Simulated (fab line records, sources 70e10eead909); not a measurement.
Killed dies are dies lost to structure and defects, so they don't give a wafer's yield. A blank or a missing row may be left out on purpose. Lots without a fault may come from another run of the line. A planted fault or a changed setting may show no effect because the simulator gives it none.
One fault seen from 2 desks | flow nand_harc | each desk has only its own numbers; what lay behind them comes last

THE TOOL OWNER'S DESK: litho_track-06
The tool's own readings at NHARC_P_M1_PEB_07 (peb time 65 s): means of the sampled wafers that have a number, for each lot that ran on this tool. A lot is out of limits, marked OUT, if its mean lies more than 4 standard deviations from the usual mean; the brackets give that distance.
Columns: A = heater_power_total_W at NHARC_P_M1_PEB_07, usual 156.6 W; B = plate_temp_C at NHARC_P_M1_PEB_07, usual 100.03 C
lot  | first seen here | A               | B
L470 | day 6 22:31     | 156.8           | 99.92
L472 | day 7 23:32     | 156.6           | 100.22
L475 | day 9 07:47     | 156.4           | 100.13
L476 | day 9 14:41     | 156.5           | 100.04
L478 | day 10 14:47    | 167.2 (+25) OUT | 104.85 (+34) OUT
L480 | day 11 03:51    | 167.1 (+25) OUT | 105.02 (+36) OUT
L485 | day 13 08:47    | 156.5           | 99.99
L488 | day 14 14:34    | 156.3           | 100.03
L489 | day 14 19:29    | 156.8           | 100.01
L490 | day 15 15:32    | 156.8           | 99.89
This desk's finding: out of limits on L478, L480; first on L478, day 10 14:47 (heater_power_total_W at NHARC_P_M1_PEB_07). In limits: L470, L472, L475, L476, L485, L488, L489, L490.

THE METROLOGY DESK
What the gauges read, lot by lot, whatever tool the lot ran on: means of the sampled wafers that have a number. A lot is out of limits, marked OUT, if its mean lies more than 4 standard deviations from the usual mean; the brackets give that distance.
Columns: A = cd_nm at NHARC_P_M1_CD_MEAS_09, usual 129.9 nm; B = cd_nm at NHARC_P_M1_CD_MEAS_16, usual 129.7 nm
lot  | first seen here | A               | B
L468 | day 6 08:57     | 130.2           | 129.5
L469 | day 6 12:43     | 130.8           | 129.1
L470 | day 6 22:37     | 129.4           | 128.9
L472 | day 7 23:37     | 130.1           | 130.2
L475 | day 9 07:52     | 130.2           | 130.7
L476 | day 9 14:46     | 129.5           | 128.2
L477 | day 10 00:49    | 130.8           | 131.7
L478 | day 10 14:52    | 144.8 (+17) OUT | 145.5 (+13) OUT
L480 | day 11 03:55    | 144.9 (+17) OUT | 145.2 (+13) OUT
L485 | day 13 08:52    | 129.6           | 128.8
L488 | day 14 14:39    | 128.9           | 128.4
L489 | day 14 19:34    | 129.2           | 128.0
L491 | day 15 14:51    | 130.4           | 129.3
L490 | day 15 15:37    | 129.4           | 128.8
This desk's finding: out of limits on L478, L480; first on L478, day 10 14:52 (cd_nm at NHARC_P_M1_CD_MEAS_09). In limits: L468, L469, L470, L472, L475, L476, L477, L485, L488, L489, L491, L490.

PUT TOGETHER
The tool owner's desk could have raised an alarm at day 10 14:47, on L478, L480.
The metrology desk could have raised an alarm at day 10 14:52, on L478, L480.
Of the lots named, all ran NHARC_P_M1_PEB_07 on litho_track-06.

WHAT THE SIMULATOR HAD PUT IN
Process parameter drift: litho_track-06, from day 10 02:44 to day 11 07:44, at NHARC_P_M1_PEB_07. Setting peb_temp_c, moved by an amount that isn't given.
Lots struck among those shown: L478, L480.
Hours from the fault's start to each desk's first reading out of limits: the tool owner's desk, 12; the metrology desk, 12.
